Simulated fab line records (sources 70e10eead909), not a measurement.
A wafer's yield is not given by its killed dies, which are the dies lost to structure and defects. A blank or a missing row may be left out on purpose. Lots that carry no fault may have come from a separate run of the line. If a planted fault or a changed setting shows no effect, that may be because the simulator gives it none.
Struck lot and sound lot, side by side + flow nandHarc + 15 out of 1159 route steps
Sound: these wafers, L436.1, L436.2, L436.3. Struck: wafers L446.2, L446.3 (left out: L446.4, a lot-mate that was not struck); the cause follows at the end.
At each step with rows: each side's tool, then ch and its chambers, then its first start. Under that, the readings that differ: sound wafers + struck wafers + difference of the means + sigmas: that difference in standard deviations of wafers without a fault.
alike: readings with means less than 2 such deviations apart, plus words and numbers identical on both sides. not compared: withheld readings, readings lacking a value on some wafer, bounds such as >300 that could conceal the same value, and numbers that have no deviation in the record and whose values overlap.
A row with sigmas, a row that says differs or no value, or rows on one side alone: a step with any of these is where the two part. Numbers that have no deviation but don't overlap get no sigmas and don't part them. A reading missing from all wafers of one side parts the sides only when that side holds two or more wafers.

NHARC_A_BLC_INSPECT_12:
  sound on defectInspect-01 at day 18 18:02; struck on defectInspect-01 at day 20 18:28
  alike: rawDefectCount
then, 3 steps without rows for these wafers: NHARC_A_BLC_DESCUM_15 (chemistry O2, time 3 s); NHARC_A_BLC_ETCH_16 (etches the open film in CF4, target depth 39 nm, time 65 s); NHARC_A_BLC_ETCH_17 (etches the open film in N2/H2, target depth 390 nm, time 609.38 s).
NHARC_A_BLC_ETCH_18: etches the open film in C4F8/O2/Ar, target depth 910 nm.
  sound: rieDiel-10 ch 0,1,2; struck: rieDiel-10 ch 0,3
| reading             | sound | struck | difference | sigmas |
|---------------------|-------|--------|------------|--------|
| rfHoursCounterH (h) | 7 7 7 | 11 11  | +4         |        |
  alike: oesProductAu, rfVppV
NHARC_A_BLC_CD_MEAS_19:
  sound on cdSem-02 at day 18 19:04; struck on cdSem-02 at day 20 19:29
  alike: cdNm
NHARC_A_BLC_STRIP_29: strips in CF4.
  sound on rieDiel-02 ch 0,1,3, day 18 19:08; struck on rieDiel-02 ch 0,1, day 20 19:34
| reading             | sound  | struck | difference | sigmas |
|---------------------|--------|--------|------------|--------|
| rfHoursCounterH (h) | 9 9 10 | 15 15  | +6         |        |
  alike: drypumpMotorCurrentA, oesProductAu, rfVppV, showerheadPlenumPTorr, throttleValvePct
then, 2 steps without rows for these wafers: NHARC_A_BLC_STRIP_21 (strips in O2); NHARC_A_BLC_STRIP_22 (strips in post etch residue remover, time 600 s).
NHARC_A_BLC_DEGAS_30: time 60 s.
  sound on pvdSputter-03 at day 18 19:40; struck on pvdSputter-02 at day 20 20:05
  alike: heaterPowerW
then, 1 step without rows for these wafers: NHARC_A_BLC_PRE_CLEAN_31 (time 15 s).
NHARC_A_BLC_PVD_32: deposits Ti, target thk 5 nm, time 17.7 s.
  sound on pvdSputter-03; struck on pvdSputter-02
  alike: throttleValvePct
NHARC_A_BLC_ALD_23: deposits TiN, target thk 3 nm, pulse time 1 s, ald cycles 150.
  sound on aldMetal-03 ch 1,2,3, day 18 19:54; struck on aldMetal-03 ch 0,2, day 20 20:20
| reading   | sound       | struck | difference | sigmas |
|-----------|-------------|--------|------------|--------|
| aldCycles | 150 150 150 | 65 65  | -85        |        |
  alike: heaterPowerW, precursorPulseHeightRel
NHARC_A_BLC_CVD_24: deposits W, target thk 150 nm, time 434 s.
  sound: cvdW-01 ch 1; struck: cvdW-02 ch 0
| reading          | sound       | struck  | difference | sigmas |
|------------------|-------------|---------|------------|--------|
| heaterPowerW (W) | 391 389 391 | 518 526 | +132       | +2     |
  alike: throttleValvePct
NHARC_END_SORT_01:
  sound on prober-02 ch 0, day 20 19:34; struck on prober-01 ch 0, day 22 13:53
| reading       | sound    | struck                                          | difference                   | sigmas |
|---------------|----------|-------------------------------------------------|------------------------------|--------|
| hold          | - - -    | awaitDispo/4.0h/release awaitDispo/4.0h/release | no value on the sound wafers |        |
| killedAtArray | 19 32 32 | 671 672                                         | +644                         | +73    |
| killedDies    | 21 33 38 | 677 677                                         | +646                         | +73    |
  alike: killedAtOther, killedAtPeriphery, killedOpen, killedShort

== WHERE THEY PART ==
Earliest at NHARC_A_BLC_CVD_24; latest, in this record, at NHARC_END_SORT_01.

WHY: whatever the simulator had introduced
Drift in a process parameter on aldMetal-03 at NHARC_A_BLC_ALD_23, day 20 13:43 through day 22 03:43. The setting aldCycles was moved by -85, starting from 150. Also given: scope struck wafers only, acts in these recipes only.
